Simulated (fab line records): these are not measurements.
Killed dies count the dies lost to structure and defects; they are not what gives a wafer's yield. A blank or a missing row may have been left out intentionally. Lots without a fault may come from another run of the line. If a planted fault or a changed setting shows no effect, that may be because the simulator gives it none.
fab line records | flow n5_finfet
record: lots: 8 | wafers: 24 | last_day: 19
route steps=1938 shown MOL_CONTACT_COAG@577 BEOL_M4@1111
lots that met no fault: from a run of the same line without faults
start_h: hours from the record's first day to the start of the lot's first wafer shown | wait_h: time in hours since the lot's previous step | " unchanged from the row above | L1.1+2: a row that stands for several wafers | - no value, or no start was given | * or withheld: withheld | < > ~ a bound
route shown NAME@n: a module of which the file shows steps, and the number in the route of the first | usual: mean/standard deviation taken from wafers without a fault | same: alike in all rows | chamber/n: place in a boat | sites: the reading at each site | _std_site: the values' standard deviation | _edge_site: outer sites' mean less inner sites' | radius_mm: how far each site lies from the wafer's centre | mask NAME#n: copy n | behind: the last tool/chamber to shape the wafer | hold: what put the lot on hold/how long, in hours/how the hold closed | device: transistor that didn't switch, given as n, p or np | end of line: tests of these same wafers at the route's end | for a step that has no rows: nothing shown but its recipe | killed: count of dies lost to structure and defects at first sort (not the wafer's yield) | map: a wafer's dies, marking killed ones x, the rest . and places with no die _
set.NAME: setting as actually run; set.NAME@STEP: the setting as run at that earlier step | model.NAME: the simulator's own value behind a step, which no gauge read
one table for each step of the route and one row for each wafer, over a sample of lots
services: from which hour (start_h, from the record's first day; less than 0 if before it) a tool's chamber was out of use, for how many hours, and why
== steps ==
step: N5_MOL_CONTACT_COAG_ETCH_89
recipe: chemistry: N2/H2 | target: underlayer | target_depth_a: 130 | mask_material: CAR-EUV | time_s: 10.4 | ion_energy_ev: 200 | pressure_mtorr: 30 | source_w: 840 | bias_w: 150 | n2_flow_sccm: 200 | h2_flow_sccm: 200 | ends: cleared
usual: bias_w: 150.0/0.44 | drypump_motor_current_A: 6.0/0.49 | etch_rf_on_time_s: 10.35/0.21 | oes_product_au: 0.70/0.064 | rf_vpp_V: 523.7/2.3 | showerhead_plenum_p_Torr: 2.53/0.083 | throttle_valve_pct: 17.80/0.27
lot.wafer | tool        | chamber | start_h | wait_h | bias_w | drypump_motor_current_A | etch_rf_on_time_s | oes_product_au | rf_hours_counter_h | rf_vpp_V | showerhead_plenum_p_Torr | throttle_valve_pct
L649.1    | rie_diel-05 | 1       | 115.67  | 0.0    | 150.4  | 6.2                     | 10.67             | 0.57           | 250                | 522.4    | 2.49                     | 17.95
L649.2    | "           | 3       | "       | "      | 150.4  | 5.5                     | 10.21             | 0.58           | 264                | 522.3    | 2.49                     | 17.79
L649.6    | "           | 0       | "       | "      | 150.4  | 5.3                     | 10.20             | 0.77           | -                  | 526.9    | 2.59                     | 17.67
L651.4    | rie_diel-01 | 1       | 126.10  | 0.0    | 149.9  | 6.4                     | 10.05             | 0.74           | 32                 | 522.4    | 2.50                     | 17.59
L651.5    | "           | 3       | "       | "      | 150.3  | 5.1                     | 10.24             | 0.67           | -                  | 517.8    | 2.33                     | 17.47
L651.6    | "           | 0       | "       | "      | 149.9  | 6.2                     | 10.74             | 0.66           | -                  | 522.3    | 2.44                     | 17.81
L655.1    | rie_diel-05 | 1       | 138.80  | 0.0    | 150.6  | 6.2                     | 10.43             | 0.85           | 2                  | 523.2    | 2.48                     | 17.52
L655.2    | "           | 2       | "       | "      | 149.5  | 5.6                     | 10.07             | 0.66           | 176                | 528.6    | 2.65                     | 18.00
L655.6    | "           | 2       | "       | "      | 149.5  | 5.6                     | 9.90              | 0.66           | -                  | 526.4    | 2.65                     | 17.98
L656.1    | rie_diel-03 | 1       | 148.89  | 0.0    | 150.0  | 6.5                     | 10.59             | 0.74           | 32                 | 525.2    | 2.59                     | 17.59
L656.3    | "           | 0       | "       | "      | 150.6  | 6.0                     | 10.45             | 0.72           | 60                 | 523.4    | 2.48                     | 17.99
L656.4    | "           | 3       | "       | "      | 150.0  | 5.6                     | 10.40             | 0.60           | 224                | 525.5    | 2.62                     | 18.41
L666.1    | rie_diel-05 | 1       | 206.66  | 0.0    | 150.1  | 6.2                     | 10.34             | 0.78           | 28                 | 521.5    | 2.47                     | 17.59
L666.2    | "           | 0       | "       | "      | 150.4  | 5.4                     | 10.39             | 0.71           | 65                 | 524.3    | 2.57                     | 17.71
L666.4    | "           | 3       | "       | "      | 149.3  | 5.5                     | 10.41             | 0.79           | 14                 | 521.8    | 2.48                     | 17.35
L667.2    | rie_diel-01 | 3       | 214.21  | 0.0    | 150.4  | 5.1                     | 10.37             | 0.63           | 174                | 517.0    | 2.31                     | 17.55
L667.4    | "           | 2       | "       | "      | 149.8  | 5.4                     | 10.49             | 0.60           | 215                | 525.4    | 2.62                     | 17.97
L667.6    | "           | 1       | "       | "      | 149.7  | 6.5                     | 10.20             | 0.70           | -                  | 521.8    | 2.49                     | 17.63
L670.2    | rie_diel-05 | 0       | 233.49  | 0.0    | 150.7  | 5.4                     | 10.41             | 0.71           | 73                 | 524.7    | 2.57                     | 17.72
L670.5    | "           | 0       | "       | "      | 150.4  | 5.3                     | 10.42             | 0.70           | -                  | 526.0    | 2.57                     | 17.71
L670.6    | "           | 3       | "       | "      | 150.1  | 5.6                     | 10.43             | 0.77           | -                  | 521.6    | 2.48                     | 17.36
L671.1    | rie_diel-03 | 0       | 236.66  | 0.0    | 149.4  | 6.0                     | 10.51             | 0.69           | 89                 | 521.9    | 2.47                     | 18.04
L671.5    | "           | 2       | "       | "      | 149.8  | 6.7                     | 10.14             | 0.71           | -                  | 523.0    | 2.57                     | 17.92
L671.6    | "           | 1       | "       | "      | 150.8  | 6.5                     | 10.73             | 0.71           | -                  | 524.0    | 2.58                     | 17.63
step: N5_MOL_CONTACT_COAG_VIA_ETCH_46
recipe: chemistry: C4F6/O2 | target_depth_a: 460 | overetch_a: 92 | mask_material: SOC | target: SiO2 | bias_w: 455 | pressure_mtorr: 10 | time_s: 40 | source_w: 325 | Ar_flow_sccm: 300 | C4F6_flow_sccm: 10 | O2_flow_sccm: 10 | ion_energy_ev: 575.3 | ends: end_point
usual: bias_w: 455.0/1.3 | drypump_motor_current_A: 5.9/0.48 | mfc_ar_sccm: 299.9/0.87 | oes_product_au: 0.72/0.067 | rf_vpp_V: 1573/27 | showerhead_plenum_p_Torr: 2.83/0.099 | throttle_valve_pct: 40.8/0.44
lot.wafer | tool        | chamber | start_h | wait_h | bias_w | drypump_motor_current_A | mfc_ar_sccm | oes_product_au | rf_hours_counter_h | rf_vpp_V | showerhead_plenum_p_Torr | throttle_valve_pct
L649.1    | rie_diel-05 | 1       | 116.29  | 0.0    | 458.2  | 6.2                     | 301.1       | 0.60           | 251                | 1578     | 2.80                     | 40.6
L649.2    | "           | 3       | "       | "      | 453.6  | 5.5                     | 299.2       | 0.60           | 265                | 1578     | 2.81                     | 40.7
L649.6    | "           | 3       | "       | "      | 454.9  | 5.6                     | 299.3       | 0.60           | -                  | 1578     | 2.81                     | 40.7
L651.4    | rie_diel-01 | 1       | 126.53  | 0.0    | 456.6  | 6.5                     | 299.6       | 0.76           | 32                 | 1549     | 2.78                     | 40.6
L651.5    | "           | 1       | "       | "      | 455.2  | 6.4                     | 300.4       | 0.77           | -                  | 1550     | 2.78                     | 40.6
L651.6    | "           | 0       | "       | "      | 453.6  | 6.2                     | 300.4       | 0.71           | -                  | 1539     | 2.74                     | 41.0
L655.1    | rie_diel-01 | 3       | 139.35  | 0.0    | 456.8  | 5.1                     | 301.1       | 0.69           | 149                | 1574     | 2.61                     | 40.0
L655.2    | "           | 2       | "       | "      | 453.9  | 5.4                     | 299.2       | 0.66           | 190                | 1622     | 2.94                     | 40.8
L655.6    | "           | 0       | "       | "      | 453.6  | 6.2                     | 300.0       | 0.71           | -                  | 1538     | 2.73                     | 41.1
L656.1    | rie_diel-01 | 0       | 149.33  | 0.0    | 456.4  | 6.2                     | 301.3       | 0.69           | 134                | 1540     | 2.73                     | 41.0
L656.3    | "           | 3       | "       | "      | 453.9  | 5.1                     | 299.8       | 0.68           | 153                | 1574     | 2.60                     | 40.0
L656.4    | "           | 1       | "       | "      | 456.1  | 6.4                     | 299.0       | 0.75           | 39                 | 1550     | 2.78                     | 40.5
L666.1    | rie_diel-03 | 2       | 207.51  | 0.0    | 456.4  | 6.8                     | 299.3       | 0.74           | 66                 | 1539     | 2.90                     | 41.2
L666.2    | "           | 0       | "       | "      | 455.4  | 6.0                     | 300.7       | 0.72           | 80                 | 1582     | 2.76                     | 41.2
L666.4    | "           | 3       | "       | "      | 454.9  | 5.6                     | 300.4       | 0.62           | 244                | 1625     | 2.92                     | 41.6
L667.2    | rie_diel-03 | 2       | 214.74  | 0.0    | 456.1  | 6.7                     | 299.4       | 0.73           | 69                 | 1540     | 2.89                     | 41.2
L667.4    | "           | 1       | "       | "      | 453.6  | 6.5                     | 300.7       | 0.75           | 53                 | 1551     | 2.88                     | 40.5
L667.6    | "           | 3       | "       | "      | 457.9  | 5.6                     | 299.6       | 0.62           | -                  | 1626     | 2.92                     | 41.6
L670.2    | rie_diel-05 | 3       | 233.92  | 0.0    | 452.2  | 5.5                     | 299.2       | 0.80           | 21                 | 1576     | 2.80                     | 40.6
L670.5    | "           | 3       | "       | "      | 453.9  | 5.5                     | 300.9       | 0.81           | -                  | 1577     | 2.80                     | 40.6
L670.6    | "           | 0       | "       | "      | 458.3  | 5.4                     | 299.1       | 0.75           | -                  | 1552     | 2.90                     | 41.3
L671.1    | rie_diel-01 | 3       | 237.09  | 0.0    | 454.8  | 5.1                     | 301.0       | 0.66           | 182                | 1572     | 2.59                     | 40.0
L671.5    | "           | 1       | "       | "      | 456.2  | 6.5                     | 301.1       | 0.72           | -                  | 1548     | 2.77                     | 40.6
L671.6    | "           | 0       | "       | "      | 453.6  | 6.2                     | 298.9       | 0.69           | -                  | 1536     | 2.72                     | 41.1
step: N5_MOL_CONTACT_COAG_STRIP_119
recipe: chemistry: N2/H2 | time_s: 30 | power_w: 1000 | temp_c: 250 | pressure_mtorr: withheld | n2_flow_sccm: 1750 | h2_flow_sccm: 3250
usual: drypump_motor_current_A: 6.0/0.31 | heater_power_w: 336/30
lot.wafer | tool            | chamber | start_h | wait_h | drypump_motor_current_A | heater_power_w | rf_hours_counter_h
L649.1    | plasma_asher-01 | 1       | 116.49  | 0.1    | 6.4                     | 359            | 94
L649.2    | "               | 0       | "       | "      | 6.1                     | 348            | 94
L649.6    | "               | 0       | "       | "      | 6.1                     | 341            | -
L651.4    | plasma_asher-02 | 0       | 126.74  | 0.1    | 5.8                     | 274            | -
L651.5    | "               | 1       | "       | "      | 5.5                     | 338            | -
L651.6    | "               | 0       | "       | "      | 5.7                     | 270            | -
L655.1    | plasma_asher-02 | 1       | 139.54  | 0.1    | 5.5                     | 327            | 52
L655.2    | "               | 0       | "       | "      | 5.7                     | 277            | 52
L655.6    | "               | 0       | "       | "      | 5.7                     | 278            | -
L656.1    | plasma_asher-01 | 0       | 149.52  | 0.1    | 6.1                     | 337            | 99
L656.3    | "               | 1       | "       | "      | 6.4                     | 368            | -
L656.4    | "               | 0       | "       | "      | 6.1                     | 340            | -
L666.1    | plasma_asher-01 | 0       | 207.70  | 0.1    | 6.1                     | 344            | 112
L666.2    | "               | 1       | "       | "      | 6.4                     | 367            | 112
L666.4    | "               | 0       | "       | "      | 6.1                     | 345            | -
L667.2    | plasma_asher-01 | 0       | 214.93  | 0.1    | 6.1                     | 342            | 114
L667.4    | "               | 1       | "       | "      | 6.3                     | 358            | -
L667.6    | "               | 1       | "       | "      | 6.3                     | 358            | -
L670.2    | plasma_asher-01 | 1       | 234.11  | 0.1    | 6.4                     | 362            | 117
L670.5    | "               | 1       | "       | "      | 6.3                     | 355            | -
L670.6    | "               | 0       | "       | "      | 6.1                     | 337            | -
L671.1    | plasma_asher-02 | 0       | 237.28  | 0.1    | 5.7                     | 276            | 69
L671.5    | "               | 1       | "       | "      | 5.6                     | 344            | -
L671.6    | "               | 0       | "       | "      | 5.8                     | 274            | -
step: N5_MOL_CONTACT_COAG_EXPOSE_37
recipe: mask_id: VD | na: 0.33 | source_shape: annular | sigma_inner: 0.3 | sigma_outer: 0.7 | polarization: unpolarized | defocus_nm: 0 | dose_mj: 62
usual: exposure_dose_mJ_cm2: 61.98/0.076 | reticle_temp_C: 22.99/0.1
lot.wafer | tool           | chamber | start_h | wait_h | mask | exposure_dose_mJ_cm2 | reticle_temp_C
L649.1    | euv_scanner-02 | 0       | 117.20  | -      | VD#0 | 62.01                | 22.90
L649.2    | "              | 0       | "       | "      | VD#0 | 62.06                | 23.08
L649.6    | "              | 0       | "       | "      | VD#0 | 61.99                | 23.03
L651.4    | euv_scanner-02 | 0       | 127.20  | -      | VD#0 | 62.06                | 23.19
L651.5    | "              | 0       | "       | "      | VD#0 | 62.08                | 23.08
L651.6    | "              | 0       | "       | "      | VD#0 | 62.04                | 23.05
L655.1    | euv_scanner-02 | 0       | 139.99  | -      | VD#0 | 63.33                | 22.81
L655.2    | "              | 0       | "       | "      | VD#0 | 63.31                | 22.83
L655.6    | "              | 0       | "       | "      | VD#0 | 63.36                | 22.95
L656.1    | euv_scanner-02 | 0       | 149.84  | -      | VD#0 | 63.06                | 22.91
L656.3    | "              | 0       | "       | "      | VD#0 | 63.12                | 22.82
L656.4    | "              | 0       | "       | "      | VD#0 | 63.00                | 22.90
L666.1    | euv_scanner-01 | 0       | 208.15  | -      | VD#0 | 61.87                | 23.06
L666.2    | "              | 0       | "       | "      | VD#0 | 61.93                | 23.04
L666.4    | "              | 0       | "       | "      | VD#0 | 61.88                | 22.93
L667.2    | euv_scanner-01 | 0       | 215.25  | -      | VD#0 | 61.94                | 23.00
L667.4    | "              | 0       | "       | "      | VD#0 | 61.94                | 23.06
L667.6    | "              | 0       | "       | "      | VD#0 | 61.91                | 23.03
L670.2    | euv_scanner-01 | 0       | 234.57  | -      | VD#0 | 61.86                | 22.94
L670.5    | "              | 0       | "       | "      | VD#0 | 61.82                | 23.01
L670.6    | "              | 0       | "       | "      | VD#0 | 61.81                | 22.95
L671.1    | euv_scanner-01 | 0       | 237.60  | -      | VD#0 | 61.90                | 22.88
L671.5    | "              | 0       | "       | "      | VD#0 | 61.93                | 23.09
L671.6    | "              | 0       | "       | "      | VD#0 | 61.92                | 23.01
step: N5_BEOL_M4_RC_MEAS_101
usual: DIBL_N: 36.0/1.7 | DIBL_P: 36.2/1.9 | IOFF_N: 0.154/0.028 | IOFF_P: 0.21/0.036 | ION_N: 675/11 | ION_P: 463/8.3 | SS_N: 71.4/0.63 | SS_P: 73.2/0.55 | VT_N: 250.2/3 | VT_P: -251/3.7
lot.wafer | tool      | chamber | start_h | wait_h | DIBL_N[mV/V] | DIBL_P[mV/V] | IOFF_N[nA/um] | IOFF_P[nA/um] | ION_N[uA/um] | ION_P[uA/um] | SS_N[mV/dec] | SS_P[mV/dec] | VT_N[mV] | VT_P[mV]
L649.1    | prober-01 | 0       | 197.44  | 0.0    | 35.0         | 33.2         | 0.116         | 0.17          | 670          | 455          | 71.2         | 73.0         | 252.2    | -252
L649.2    | "         | 0       | "       | "      | 38.3         | 38.5         | 0.186         | 0.26          | 688          | 474          | 72.9         | 73.9         | 245.6    | -247
L649.6    | "         | 0       | "       | "      | 39.0         | 38.7         | 0.196         | 0.26          | 700          | 477          | 72.4         | 73.9         | 245.2    | -246
L651.4    | prober-02 | 0       | 244.44  | 0.5    | 32.7         | 32.2         | 0.103         | 0.16          | 668          | 463          | 70.7         | 72.2         | 255.7    | -256
L651.5    | "         | 0       | "       | "      | 35.9         | 34.8         | 0.140         | 0.19          | 672          | 457          | 70.7         | 73.0         | 251.5    | -255
L651.6    | "         | 0       | "       | "      | 36.7         | 36.0         | 0.152         | 0.20          | 678          | 458          | 70.6         | 73.6         | 250.0    | -251
L655.1    | prober-01 | 0       | 269.35  | 0.0    | 36.9         | 37.4         | 0.154         | 0.20          | 673          | 455          | 71.7         | 73.4         | 252.1    | -252
L655.2    | "         | 0       | "       | "      | 35.5         | 35.5         | 0.126         | 0.18          | 660          | 455          | 72.1         | 72.6         | 252.8    | -252
L655.6    | "         | 0       | "       | "      | 36.7         | 36.4         | 0.142         | 0.18          | 670          | 455          | 71.4         | 73.1         | 250.3    | -254
L656.1    | prober-01 | 0       | 276.31  | 0.0    | 32.5         | 32.9         | 0.102         | 0.15          | 657          | 452          | 70.8         | 71.7         | 255.7    | -254
L656.3    | "         | 0       | "       | "      | 35.8         | 37.7         | 0.158         | 0.21          | 673          | 465          | 71.1         | 73.0         | 249.3    | -248
L656.4    | "         | 0       | "       | "      | 33.1         | 34.8         | 0.113         | 0.17          | 662          | 463          | 70.6         | 72.3         | 252.1    | -254
L666.1    | prober-02 | 0       | 339.42  | 0.0    | 37.2         | 37.0         | 0.177         | 0.23          | 681          | 468          | 71.8         | 73.7         | 250.5    | -249
L666.2    | "         | 0       | "       | "      | 39.3         | 38.5         | 0.221         | 0.26          | 682          | 466          | 72.9         | 73.6         | 246.6    | -246
L666.4    | "         | 0       | "       | "      | 36.8         | 36.7         | 0.175         | 0.24          | 687          | 474          | 70.9         | 74.0         | 247.1    | -248
L667.2    | prober-01 | 0       | 340.00  | 0.2    | 35.2         | 32.4         | 0.128         | 0.17          | 662          | 459          | 70.8         | 72.1         | 256.1    | -253
L667.4    | "         | 0       | "       | "      | 33.8         | 32.5         | 0.107         | 0.17          | 669          | 462          | 70.2         | 72.8         | 258.0    | -255
L667.6    | "         | 0       | "       | "      | 36.6         | 35.7         | 0.150         | 0.22          | 673          | 466          | 71.1         | 72.9         | 251.3    | -248
L670.2    | prober-01 | 0       | 344.31  | 0.2    | 36.7         | 35.6         | 0.158         | 0.24          | 666          | 465          | 71.5         | 73.4         | 252.7    | -247
L670.5    | "         | 0       | "       | "      | 37.2         | 37.2         | 0.174         | 0.26          | 677          | 471          | 71.2         | 73.7         | 247.7    | -243
L670.6    | "         | 0       | "       | "      | 36.0         | 34.8         | 0.164         | 0.23          | 686          | 477          | 71.5         | 73.0         | 248.4    | -247
L671.1    | prober-02 | 0       | 347.04  | 0.0    | 36.1         | 36.9         | 0.145         | 0.21          | 660          | 455          | 71.4         | 73.0         | 253.2    | -253
L671.5    | "         | 0       | "       | "      | 35.9         | 34.8         | 0.148         | 0.19          | 662          | 456          | 71.4         | 72.7         | 252.0    | -252
L671.6    | "         | 0       | "       | "      | 37.9         | 39.6         | 0.192         | 0.25          | 697          | 471          | 72.3         | 73.9         | 247.7    | -249
== services ==
tool            | chamber | start_h | hours | kind
euv_scanner-01  | -       | 95.39   | 0.4   | repair
rie_diel-05     | 3       | 96.30   | 1.8   | repair
euv_scanner-02  | -       | 98.06   | 1.0   | pm
rie_diel-05     | 2       | 100.11  | 16.3  | repair
euv_scanner-01  | -       | 107.84  | 5.8   | pm
euv_scanner-01  | -       | 115.13  | 0.2   | repair
rie_diel-05     | 1       | 116.46  | -     | clean
rie_diel-05     | 1       | 116.46  | -     | consumable_replace:focus_ring
rie_diel-05     | 3       | 119.45  | 6.4   | repair
euv_scanner-02  | -       | 133.99  | 1.3   | repair
rie_diel-05     | 3       | 134.83  | -     | clean
rie_diel-05     | 3       | 134.83  | -     | consumable_replace:focus_ring
rie_diel-05     | 3       | 134.83  | 29.9  | scheduled_down
euv_scanner-01  | -       | 135.32  | 1.0   | pm
euv_scanner-02  | -       | 154.17  | 1.0   | pm
rie_diel-03     | 2       | 157.49  | 2.7   | repair
euv_scanner-02  | -       | 166.19  | 0.2   | repair
euv_scanner-02  | -       | 172.86  | 5.8   | pm
euv_scanner-01  | -       | 186.34  | 19.1  | repair
euv_scanner-02  | -       | 206.41  | 6.2   | pm
euv_scanner-02  | -       | 212.66  | 4.6   | pm
euv_scanner-01  | -       | 224.25  | 4.6   | pm
rie_diel-05     | 2       | 229.83  | 7.1   | repair
plasma_asher-01 | -       | 237.16  | 0.8   | repair
== key ==
first_sign: step: N5_MOL_CONTACT_COAG_EXPOSE_37 | reading: exposure_dose_mJ_cm2 | direction: up | sigmas: 16 | usual: 61.98 | struck: 63.20
effect none on later readings
met_at N5_MOL_CONTACT_COAG_EXPOSE_37
struck_lots L655,L656
loop_trim: step: N5_MOL_CONTACT_COAG_EXPOSE_37 | setting: dose | lots: L656
not_acting_at N5_MOL_CONTACT_COAG_ETCH_89,N5_MOL_CONTACT_COAG_VIA_ETCH_46,N5_MOL_CONTACT_COAG_STRIP_119
onset_between 127.20 139.99
fault: kind: process_parameter_drift | tool: euv_scanner-02 | chamber: - | onset_h: 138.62 | steps: N5_MOL_CONTACT_COAG_EXPOSE_37 | channel: dose_mj | offset: 1.3113 | shape: step | acts_in: these_recipes_only | stated: 62
loop_trim: a control loop set the setting to another value than it would have without faults
